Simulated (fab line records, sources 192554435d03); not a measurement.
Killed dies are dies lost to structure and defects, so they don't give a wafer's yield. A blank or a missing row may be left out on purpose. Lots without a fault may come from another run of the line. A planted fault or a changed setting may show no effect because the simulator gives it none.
fab line records | flow n5_finfet | part 1 of 2: steps 1 to 4 of 6
record lots=22 wafers=66 last_day=17
route steps=1938 shown HKMG_FIN@402 GATE_CUT@468
lots that met no fault: from a run of the same line without faults
start_h: hours from the record's first day to the start of the lot's first wafer shown | wait_h: hours since the lot's step before | " the same as in the row above | L1.1+2: a row that stands for several wafers | - no value, or no start given | * or withheld: withheld | < > ~ a bound
route shown NAME@n: a module of which the file shows steps, and the number in the route of the first | usual: mean/standard deviation of fault-free wafers | same: alike in all rows | chamber/n: place in a boat | sites: the reading at each site | _std_site: their standard deviation | _edge_site: outer sites' mean less inner sites' | radius_mm: how far each site lies from the wafer's centre | mask NAME#n: copy n | behind: the tool/chamber that last shaped the wafer | hold: why the lot was held/for how many hours/how that ended | device: the transistor (n, p or np) that didn't switch | end of line: the same wafers' tests at the end of the route | a step without rows: its recipe alone | killed: dies lost to structure and defects at the first sort, not the wafer's yield | map: a wafer's dies, x killed, . not, _ none there
set.NAME: the setting as run; set.NAME@STEP: as run at that earlier step | model.NAME: the simulator's own value behind a step, which no gauge read
steps of the route over a sample of lots; a table a step, a row a wafer
services: from which hour (start_h, from the record's first day; less than 0 if before it) a tool's chamber was out of use, for how many hours, and why
## steps
# step N5_HKMG_FIN_ETCH_54
# recipe chemistry=CF4 target=SiARC target_depth_a=455 mask_material=CAR-ArF time_s=75.8 ion_energy_ev=80 pressure_mtorr=40 source_w=545 bias_w=36 Ar_flow_sccm=100 cf4_flow_sccm=100 ends=cleared
# usual drypump_motor_current_A=5.6/0.56 etch_rf_on_time_s=75.0/1.4 oes_product_au=0.70/0.079 rf_vpp_V=184.2/1.1 showerhead_plenum_p_Torr=2.15/0.059 throttle_valve_pct=15.52/0.23
# columns lot.wafer tool chamber start_h wait_h drypump_motor_current_A etch_rf_on_time_s oes_product_au rf_hours_counter_h rf_vpp_V showerhead_plenum_p_Torr throttle_valve_pct
L074.1 rie_diel-06 3 76.04 0.0 5.0 75.6 0.63 187 185.6 2.13 15.75
L074.3 " 1 " " 5.3 76.9 0.58 239 184.8 2.19 15.97
L074.6 " 3 " " 5.0 75.3 0.63 - 183.8 2.13 15.76
L075.1 rie_diel-04 3 76.20 0.0 5.5 76.0 0.71 75 183.9 2.17 15.51
L075.4 " 2 " " 5.1 72.3 0.83 10 184.7 2.19 15.25
L075.5 " 3 " " 5.5 75.8 0.71 - 185.3 2.17 15.52
L076.2 rie_diel-02 2 84.44 0.0 5.0 75.4 0.71 70 182.9 2.16 15.68
L076.3 " 3 " " 5.9 75.1 0.82 8 186.2 2.28 15.25
L076.6 " 2 " " 4.9 75.7 0.71 - 184.9 2.16 15.68
L077.3 rie_diel-04 1 94.02 0.0 5.5 74.5 0.63 172 184.4 2.13 15.66
L077.4 " 0 " " 6.3 73.6 0.77 25 184.0 2.19 15.07
L077.6 " 1 " " 5.5 74.9 0.63 - 184.6 2.13 15.65
L078.1 rie_diel-02 3 100.58 0.0 5.9 74.0 0.82 14 185.1 2.27 15.25
L078.3 " 0 " " 5.0 77.3 0.58 227 182.7 2.04 15.90
L078.5 " 0 " " 5.0 77.2 0.58 - 182.4 2.04 15.88
L079.1 rie_diel-02 3 105.00 0.0 5.9 74.5 0.81 16 185.9 2.27 15.26
L079.5 " 2 " " 4.9 75.7 0.70 - 184.8 2.16 15.69
L079.6 " 0 " " 5.0 77.6 0.58 - 181.9 2.04 15.88
L080.1 rie_diel-02 2 110.78 0.0 4.9 74.1 0.71 81 185.6 2.16 15.70
L080.4 " 3 " " 5.9 73.4 0.80 19 183.5 2.27 15.30
L080.6 " 2 " " 4.9 73.7 0.70 - 184.4 2.16 15.70
L081.4 rie_diel-06 0 113.92 0.0 5.8 73.8 0.63 - 183.6 2.13 15.60
L081.5 " 2 " " 6.0 76.2 0.76 - 184.3 2.10 15.42
L081.6 " 3 " " 5.0 76.0 0.62 - 183.5 2.12 15.78
L082.2 rie_diel-04 3 119.09 0.0 5.5 74.0 0.69 91 183.3 2.16 15.56
L082.3 " 1 " " 5.5 73.4 0.63 180 182.9 2.12 15.67
L082.6 " 3 " " 5.5 72.6 0.70 - 183.3 2.16 15.53
L084.1 rie_diel-06 1 132.69 0.0 5.3 76.2 0.81 2 185.5 2.19 15.48
L084.2 " 2 " " 6.1 76.6 0.75 26 181.0 2.10 15.44
L084.3 " 0 " " 5.8 74.7 0.62 188 183.1 2.13 15.61
L085.2 rie_diel-02 2 139.87 0.0 4.9 74.4 0.70 90 185.1 2.16 15.72
L085.3 " 1 " " 6.7 74.1 0.82 10 182.7 2.09 15.31
L085.4 " 0 " " 5.0 78.1 0.57 242 181.9 2.03 15.94
L086.2 rie_diel-04 2 145.86 0.0 5.1 72.5 0.79 32 183.7 2.18 15.29
L086.3 " 1 " " 5.5 75.3 0.62 188 184.4 2.12 15.68
L086.5 " 0 " " 6.3 74.7 0.73 - 185.7 2.18 15.12
L088.1 rie_diel-02 0 157.93 0.0 5.0 77.0 0.57 249 181.9 2.03 15.93
L088.3 " 1 " " 6.7 73.9 0.81 18 183.8 2.09 15.34
L088.4 " 2 " " 4.9 74.2 0.69 97 184.0 2.15 15.73
L089.3 rie_diel-02 1 163.52 0.0 6.7 75.6 0.80 19 184.8 2.09 15.33
L089.5 " 2 " " 4.9 75.8 0.68 - 184.9 2.15 15.74
L089.6 " 3 " " 5.9 75.3 0.76 - 185.9 2.27 15.32
L090.2 rie_diel-06 0 168.32 0.0 5.8 74.9 0.62 201 183.4 2.12 15.64
L090.5 " 2 " " 6.1 77.0 0.73 - 183.7 2.09 15.45
L090.6 " 3 " " 5.0 77.2 0.61 - 183.3 2.12 15.80
L091.2 rie_diel-02 0 177.98 0.0 5.0 75.6 0.84 0 185.8 2.28 15.42
L091.5 " 0 " " 5.0 75.5 0.83 - 186.1 2.28 15.43
L091.6 " 3 " " 5.9 74.2 0.76 - 187.3 2.26 15.33
L092.1 rie_diel-04 2 185.28 0.0 5.2 72.4 0.78 44 184.9 2.18 15.31
L092.4 " 0 " " 6.3 74.5 0.72 56 184.4 2.18 15.13
L092.6 " 1 " " 5.5 75.5 0.62 - 184.4 2.12 15.71
L093.3 rie_diel-04 1 191.66 0.0 5.5 75.5 0.61 203 183.4 2.11 15.73
L093.4 " 0 " " 6.2 74.8 0.72 59 184.5 2.18 15.15
L093.6 " 0 " " 6.3 74.5 0.72 - 184.4 2.18 15.14
L094.1 rie_diel-04 1 198.17 0.0 5.5 75.8 0.61 204 182.4 2.11 15.73
L094.2 " 0 " " 6.2 75.0 0.71 60 184.6 2.18 15.15
L094.6 " 2 " " 5.2 73.3 0.77 - 185.2 2.18 15.31
L095.1 rie_diel-04 0 202.54 0.0 6.2 74.5 0.72 62 183.3 2.18 15.14
L095.2 " 2 " " 5.1 71.7 0.77 50 184.3 2.18 15.33
L095.4 " 3 " " 5.5 74.2 0.68 120 183.2 2.15 15.60
L096.2 rie_diel-04 1 208.74 0.0 5.5 75.9 0.61 209 184.1 2.11 15.74
L096.4 " 0 " " 6.2 75.0 0.70 65 184.1 2.18 15.13
L096.5 " 0 " " 6.2 74.7 0.71 - 183.9 2.18 15.16
L097.1 rie_diel-02 3 210.61 0.0 5.9 74.7 0.74 53 185.7 2.26 15.36
L097.2 " 1 " " 6.7 75.2 0.77 37 182.0 2.08 15.37
L097.5 " 1 " " 6.7 75.1 0.77 - 183.1 2.08 15.38
# step N5_HKMG_FIN_STRIP_92
# recipe chemistry=N2/H2 material=SOC time_s=20 power_w=500 temp_c=40 pressure_mtorr=50 rf_frequency_hz=6e+07 bias_power_w=8 h2_frac=0.5 n2_flow_sccm=300 h2_flow_sccm=300
# usual drypump_motor_current_A=5.6/0.52 oes_product_au=0.83/0.091 rf_vpp_V=54.2/0.96 showerhead_plenum_p_Torr=3.38/0.087 throttle_valve_pct=19.0/0.33
# columns lot.wafer tool chamber start_h wait_h drypump_motor_current_A oes_product_au rf_hours_counter_h rf_vpp_V showerhead_plenum_p_Torr throttle_valve_pct
L074.1 rie_diel-02 2 80.01 0.1 4.9 0.83 68 55.2 3.41 19.3
L074.3 " 3 " " 5.9 0.96 7 55.3 3.58 18.8
L074.6 " 3 " " 5.9 0.97 - 54.1 3.58 18.8
L075.1 rie_diel-06 2 80.17 0.1 6.1 0.94 6 52.5 3.30 19.0
L075.4 " 0 " " 5.8 0.75 169 53.5 3.35 19.0
L075.5 " 2 " " 6.1 0.95 - 53.9 3.30 19.0
L076.2 rie_diel-04 3 88.23 0.1 5.5 0.83 79 55.2 3.40 19.2
L076.3 " 2 " " 5.2 0.98 14 55.0 3.42 18.8
L076.6 " 2 " " 5.2 0.98 - 53.4 3.42 18.8
L077.3 rie_diel-06 3 98.87 0.1 5.0 0.74 194 54.9 3.35 19.4
L077.4 " 1 " " 5.3 0.67 247 54.2 3.44 19.2
L077.6 " 2 " " 6.1 0.92 - 54.8 3.30 19.0
L078.1 rie_diel-04 3 104.75 0.1 5.5 0.83 85 54.8 3.39 19.2
L078.3 " 1 " " 5.5 0.75 177 53.0 3.35 19.3
L078.5 " 1 " " 5.5 0.74 - 54.4 3.35 19.3
L079.1 rie_diel-04 0 108.84 0.1 6.3 0.88 31 54.3 3.42 18.3
L079.5 " 0 " " 6.3 0.87 - 55.4 3.42 18.3
L079.6 " 3 " " 5.5 0.82 - 53.5 3.39 19.2
L080.1 rie_diel-02 1 114.72 0.1 6.7 1.01 2 53.9 3.30 18.9
L080.4 " 3 " " 5.9 0.94 20 55.8 3.57 18.9
L080.6 " 3 " " 5.9 0.93 - 55.3 3.57 18.8
L081.4 rie_diel-04 2 117.86 0.1 5.1 0.95 23 55.9 3.41 18.8
L081.5 " 1 " " 5.4 0.74 - 54.6 3.34 19.3
L081.6 " 0 " " 6.2 0.86 - 55.4 3.42 18.3
L082.2 rie_diel-04 1 123.00 0.1 5.5 0.74 181 53.7 3.34 19.3
L082.3 " 3 " " 5.5 0.82 93 53.9 3.39 19.2
L082.6 " 3 " " 5.5 0.81 - 54.7 3.39 19.2
L084.1 rie_diel-04 0 136.59 0.1 6.3 0.86 41 54.5 3.42 18.3
L084.2 " 1 " " 5.5 0.73 185 53.3 3.34 19.3
L084.3 " 3 " " 5.5 0.80 98 53.8 3.39 19.2
L085.2 rie_diel-04 0 143.54 0.1 6.2 0.86 43 54.2 3.42 18.3
L085.3 " 2 " " 5.2 0.94 30 55.0 3.41 18.8
L085.4 " 3 " " 5.5 0.80 100 54.4 3.38 19.2
L086.2 rie_diel-02 0 149.85 0.1 5.0 0.65 246 52.6 3.17 19.2
L086.3 " 2 " " 5.0 0.80 94 53.7 3.39 19.4
L086.5 " 3 " " 5.9 0.90 - 56.6 3.56 18.9
L088.1 rie_diel-02 3 161.71 0.1 5.9 0.89 36 54.2 3.56 18.9
L088.3 " 2 " " 5.0 0.81 98 54.2 3.39 19.4
L088.4 " 0 " " 5.0 0.66 250 53.8 3.17 19.2
L089.3 rie_diel-04 2 167.28 0.1 5.1 0.92 39 54.2 3.40 18.8
L089.5 " 3 " " 5.5 0.80 - 54.6 3.38 19.2
L089.6 " 2 " " 5.1 0.93 - 56.7 3.40 18.8
L090.2 rie_diel-04 2 172.11 0.1 5.2 0.92 41 54.2 3.40 18.8
L090.5 " 1 " " 5.5 0.72 - 53.5 3.33 19.4
L090.6 " 2 " " 5.1 0.92 - 54.1 3.40 18.8
L091.2 rie_diel-06 2 181.84 0.1 6.1 0.84 43 53.4 3.28 19.0
L091.5 " 3 " " 5.0 0.71 - 53.9 3.33 19.4
L091.6 " 0 " " 5.8 0.72 - 54.5 3.33 19.1
L092.1 rie_diel-02 2 189.07 0.1 4.9 0.79 109 51.9 3.38 19.4
L092.4 " 0 " " 5.0 0.95 4 55.7 3.57 18.8
L092.6 " 1 " " 6.7 0.92 - 54.0 3.29 19.0
L093.3 rie_diel-04 2 199.37 0.1 5.1 0.90 48 54.9 3.40 18.8
L093.4 " 3 " " 5.5 0.78 118 54.6 3.37 19.2
L093.6 " 1 " " 5.4 0.71 - 54.5 3.33 19.4
L094.1 rie_diel-06 3 201.85 0.1 5.0 0.71 233 53.9 3.33 19.4
L094.2 " 0 " " 5.8 0.71 213 53.4 3.33 19.1
L094.6 " 2 " " 6.1 0.84 - 54.2 3.28 19.0
L095.1 rie_diel-02 2 206.46 0.1 5.0 0.79 116 53.9 3.38 19.4
L095.2 " 3 " " 5.9 0.87 52 54.8 3.55 18.9
L095.4 " 0 " " 5.0 0.93 10 54.0 3.57 18.8
L096.2 rie_diel-06 1 212.47 0.1 5.3 0.88 23 52.9 3.43 18.8
L096.4 " 2 " " 6.1 0.83 54 53.5 3.28 19.0
L096.5 " 3 " " 5.0 0.70 - 53.9 3.33 19.4
L097.1 rie_diel-02 1 214.44 0.1 6.7 0.91 39 53.0 3.28 19.0
L097.2 " 0 " " 5.0 0.92 13 55.3 3.57 18.8
L097.5 " 2 " " 4.9 0.78 - 55.3 3.38 19.4
# step N5_HKMG_FIN_STRIP_19
# recipe chemistry=N2/H2 power_w=2500 temp_c=300 h2_frac=0.65 time_s=360 pressure_mtorr=withheld n2_flow_sccm=1750 h2_flow_sccm=3250
# usual drypump_motor_current_A=6.33/0.3 heater_power_w=458/26
# columns lot.wafer tool chamber start_h wait_h drypump_motor_current_A heater_power_w rf_hours_counter_h
L074.1 plasma_asher-01 0 80.16 0.0 5.56 519 36
L074.3 " 1 " " 6.47 467 -
L074.6 " 1 " " 6.49 461 -
L075.1 plasma_asher-02 0 80.32 0.0 6.37 462 94
L075.4 " 1 " " 6.46 436 -
L075.5 " 0 " " 6.37 461 -
L076.2 plasma_asher-01 0 88.38 0.0 5.55 510 37
L076.3 " 1 " " 6.47 480 -
L076.6 " 1 " " 6.47 477 -
L077.3 plasma_asher-02 1 99.14 0.1 6.48 436 -
L077.4 " 0 " " 6.40 458 -
L077.6 " 1 " " 6.47 426 -
L078.1 plasma_asher-02 0 104.90 0.0 6.39 450 98
L078.3 " 0 " " 6.40 465 -
L078.5 " 0 " " 6.41 448 -
L079.1 plasma_asher-02 1 108.99 0.0 6.49 430 99
L079.5 " 1 " " 6.52 431 -
L079.6 " 0 " " 6.41 458 -
L080.1 plasma_asher-02 1 114.87 0.0 6.48 438 100
L080.4 " 0 " " 6.34 469 -
L080.6 " 0 " " 6.36 457 -
L081.4 plasma_asher-01 1 118.13 0.1 6.48 458 -
L081.5 " 0 " " 5.56 510 -
L081.6 " 1 " " 6.49 457 -
L082.2 plasma_asher-02 1 123.14 0.0 6.49 431 103
L082.3 " 0 " " 6.37 458 -
L082.6 " 0 " " 6.39 460 -
L084.1 plasma_asher-02 0 136.89 0.0 6.37 461 105
L084.2 " 1 " " 6.46 436 105
L084.3 " 0 " " 6.38 458 -
L085.2 plasma_asher-02 0 143.68 0.0 6.38 462 106
L085.3 " 1 " " 6.48 428 -
L085.4 " 0 " " 6.37 459 -
L086.2 plasma_asher-02 1 149.99 0.0 6.48 439 109
L086.3 " 1 " " 6.45 441 -
L086.5 " 1 " " 6.46 434 -
L088.1 plasma_asher-02 1 161.85 0.0 6.49 431 112
L088.3 " 0 " " 6.39 467 -
L088.4 " 1 " " 6.50 426 -
L089.3 plasma_asher-02 1 167.54 0.1 6.45 435 -
L089.5 " 0 " " 6.43 451 -
L089.6 " 1 " " 6.47 430 -
L090.2 plasma_asher-01 1 172.27 0.0 6.48 469 51
L090.5 " 1 " " 6.46 482 -
L090.6 " 0 " " 5.57 509 -
L091.2 plasma_asher-02 0 181.99 0.0 6.39 458 116
L091.5 " 0 " " 6.41 475 -
L091.6 " 1 " " 6.48 435 -
L092.1 plasma_asher-02 0 189.22 0.0 6.43 458 118
L092.4 " 1 " " 6.47 440 -
L092.6 " 1 " " 6.49 424 -
L093.3 plasma_asher-02 1 199.63 0.1 6.46 431 -
L093.4 " 0 " " 6.38 450 -
L093.6 " 1 " " 6.46 435 -
L094.1 plasma_asher-02 0 202.00 0.0 6.39 471 120
L094.2 " 1 " " 6.49 424 120
L094.6 " 0 " " 6.43 450 -
L095.1 plasma_asher-01 1 206.60 0.0 6.47 463 57
L095.2 " 0 " " 5.52 511 57
L095.4 " 0 " " 5.51 503 -
L096.2 plasma_asher-02 0 212.62 0.0 6.36 460 123
L096.4 " 0 " " 6.39 463 -
L096.5 " 1 " " 6.47 430 -
L097.1 plasma_asher-01 1 214.59 0.0 6.48 472 58
L097.2 " 0 " " 5.55 510 58
L097.5 " 0 " " 5.53 508 -
# step N5_HKMG_FIN_ETCH_86
# recipe chemistry=N2/H2 target=SOC target_depth_a=3932 stop_on=TiN ion_energy_ev=100 bias_w=61 pressure_mtorr=30 source_w=850 n2_flow_sccm=200 h2_flow_sccm=200
# usual drypump_motor_current_A=5.6/0.49 oes_product_au=0.81/0.087 rf_vpp_V=240.7/1.1 showerhead_plenum_p_Torr=2.55/0.055 throttle_valve_pct=17.76/0.25
# columns lot.wafer tool chamber start_h wait_h drypump_motor_current_A oes_product_au rf_hours_counter_h rf_vpp_V showerhead_plenum_p_Torr throttle_valve_pct
L074.1 rie_diel-06 3 80.88 - 5.0 0.74 188 240.6 2.54 18.04
L074.3 " 0 " " 5.8 0.74 169 239.4 2.54 17.76
L074.6 " 3 " " 5.0 0.73 - 239.1 2.54 18.04
L075.1 rie_diel-06 1 81.04 - 5.3 0.68 241 242.2 2.61 18.13
L075.4 " 0 " " 5.8 0.73 169 242.0 2.54 17.78
L075.5 " 0 " " 5.8 0.73 - 239.9 2.54 17.79
L076.2 rie_diel-06 3 89.10 - 5.0 0.73 191 241.7 2.54 18.04
L076.3 " 2 " " 6.1 0.92 9 239.4 2.50 17.68
L076.6 " 2 " " 6.1 0.92 - 239.8 2.50 17.68
L077.3 rie_diel-04 2 99.74 - 5.1 0.93 19 241.8 2.59 17.47
L077.4 " 3 " " 5.5 0.80 83 240.9 2.57 17.80
L077.6 " 3 " " 5.5 0.81 - 241.2 2.57 17.79
L078.1 rie_diel-04 0 105.63 - 6.3 0.87 30 241.9 2.59 17.21
L078.3 " 3 " " 5.5 0.81 86 241.5 2.57 17.80
L078.5 " 0 " " 6.3 0.87 - 241.2 2.59 17.22
L079.1 rie_diel-06 2 109.72 - 6.1 0.89 17 241.4 2.49 17.71
L079.5 " 2 " " 6.1 0.89 - 238.9 2.49 17.70
L079.6 " 3 " " 5.0 0.73 - 241.4 2.53 18.05
L080.1 rie_diel-06 3 115.60 - 5.0 0.73 201 240.6 2.53 18.06
L080.4 " 0 " " 5.8 0.72 - 240.8 2.53 17.80
L080.6 " 3 " " 5.0 0.72 - 241.2 2.53 18.06
L081.4 rie_diel-02 3 118.73 - 5.9 0.92 21 242.7 2.71 17.58
L081.5 " 1 " " 6.7 0.98 - 241.1 2.50 17.62
L081.6 " 2 " " 4.9 0.81 - 241.8 2.57 18.00
L082.2 rie_diel-02 1 123.87 - 6.7 0.97 6 240.3 2.50 17.61
L082.3 " 0 " " 5.0 0.67 237 239.1 2.40 18.06
L082.6 " 0 " " 5.0 0.67 - 238.4 2.40 18.07
L084.1 rie_diel-06 0 137.61 - 5.8 0.71 190 240.7 2.53 17.81
L084.2 " 1 " " 5.3 0.95 3 241.4 2.61 17.70
L084.3 " 2 " " 6.1 0.87 27 240.6 2.49 17.71
L085.2 rie_diel-04 1 144.41 - 5.5 0.72 187 239.7 2.53 17.97
L085.3 " 3 " " 5.5 0.79 100 241.1 2.56 17.82
L085.4 " 2 " " 5.1 0.90 31 242.8 2.58 17.48
L086.2 rie_diel-04 3 150.95 - 5.5 0.79 103 241.8 2.56 17.84
L086.3 " 0 " " 6.2 0.84 45 241.1 2.59 17.25
L086.5 " 1 " " 5.5 0.72 - 239.3 2.53 18.01
L088.1 rie_diel-04 3 162.58 - 5.5 0.79 107 238.8 2.56 17.83
L088.3 " 0 " " 6.3 0.84 49 242.6 2.58 17.27
L088.4 " 2 " " 5.2 0.89 38 240.2 2.58 17.50
L089.3 rie_diel-06 0 168.14 - 5.8 0.70 200 240.0 2.52 17.84
L089.5 " 0 " " 5.8 0.71 - 239.8 2.52 17.84
L089.6 " 1 " " 5.3 0.91 - 241.5 2.60 17.72
L090.2 rie_diel-02 1 173.00 - 6.7 0.92 24 240.9 2.49 17.65
L090.5 " 2 " " 4.9 0.79 - 239.8 2.57 18.02
L090.6 " 1 " " 6.7 0.91 - 240.3 2.49 17.67
L091.2 rie_diel-06 0 182.71 - 5.8 0.70 205 240.5 2.52 17.84
L091.5 " 2 " " 6.1 0.84 - 240.7 2.48 17.74
L091.6 " 0 " " 5.8 0.70 - 239.2 2.52 17.85
L092.1 rie_diel-04 3 189.94 - 5.5 0.78 115 241.7 2.56 17.85
L092.4 " 1 " " 5.5 0.71 202 239.4 2.52 18.02
L092.6 " 3 " " 5.5 0.78 - 239.1 2.56 17.85
L093.3 rie_diel-02 2 200.29 - 5.0 0.78 113 240.5 2.56 18.06
L093.4 " 3 " " 5.9 0.87 50 242.3 2.70 17.59
L093.6 " 1 " " 6.7 0.91 - 240.2 2.49 17.69
L094.1 rie_diel-04 0 203.29 - 6.2 0.82 62 242.2 2.58 17.29
L094.2 " 3 " " 5.5 0.78 120 239.4 2.55 17.87
L094.6 " 1 " " 5.5 0.70 - 240.8 2.52 18.02
L095.1 rie_diel-04 0 207.32 - 6.2 0.82 64 241.2 2.58 17.28
L095.2 " 1 " " 5.5 0.70 208 240.6 2.52 18.01
L095.4 " 3 " " 5.5 0.77 122 240.3 2.55 17.85
L096.2 rie_diel-04 0 213.34 - 6.2 0.81 66 240.9 2.58 17.29
L096.4 " 3 " " 5.5 0.77 124 240.1 2.55 17.86
L096.5 " 0 " " 6.2 0.81 - 240.5 2.58 17.27
L097.1 rie_diel-04 3 215.39 - 5.5 0.77 125 239.4 2.55 17.87
L097.2 " 0 " " 6.2 0.81 68 241.9 2.58 17.28
L097.5 " 0 " " 6.2 0.81 - 240.0 2.58 17.28
